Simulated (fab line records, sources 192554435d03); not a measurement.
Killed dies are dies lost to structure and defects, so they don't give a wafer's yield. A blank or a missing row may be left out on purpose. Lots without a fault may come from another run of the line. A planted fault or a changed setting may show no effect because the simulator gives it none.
Chamber matching | flow n5_finfet | N5_HKMG_FIN_ETCH_86 on rie_diel-01: 4 sister chambers
The step etches SOC in N2/H2, stops on TiN, target depth 393.2 nm. 4 wafers are shown with their chamber, then 10 later ones without.

WAFERS WITH THEIR CHAMBER
wafer  | chamber | showerhead_plenum_p_Torr (Torr)
L082.4 | 0       | 2.50
L082.6 | 3       | 2.70
L085.2 | 2       | 2.48
L085.4 | 1       | 2.50

WAFERS WITHOUT THEIR CHAMBER
wafer  | showerhead_plenum_p_Torr (Torr)
L085.6 | 2.70
L088.1 | 2.50
L088.2 | 2.70
L088.5 | 2.50
L089.1 | 2.50
L089.2 | 2.50
L089.4 | 2.70
L097.1 | 2.47
L097.3 | 2.49
L097.6 | 2.47

WHICH CHAMBER EACH WENT THROUGH
wafer  | from the rows above          | in truth
L085.6 | 3                            | 3
L088.1 | can't be placed: 0 or 1      | 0
L088.2 | 3                            | 3
L088.5 | can't be placed: 0 or 1      | 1
L089.1 | can't be placed: 0 or 1      | 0
L089.2 | can't be placed: 0 or 1      | 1
L089.4 | 3                            | 3
L097.1 | 2                            | 2
L097.3 | can't be placed: 0 or 1 or 2 | 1
L097.6 | 2                            | 2
Placed correctly: 5 of 10. Can't be placed from these rows: 5 (the true chamber is among the candidates in 5). Placed wrongly: 0.
How it was worked out, from the rows above alone: a wafer's distance from a chamber is the root of the sum, over the readings, of the square of ((its reading less the chamber's mean) divided by the reading's scatter). The wafer belongs to the nearest chamber; if the next one is less than 2 further off, it can't be placed. A chamber's mean is the mean of its shown wafers. The scatter: with one shown wafer a chamber, the root of the mean of the squares of how far each hidden wafer lies from its nearest shown one.
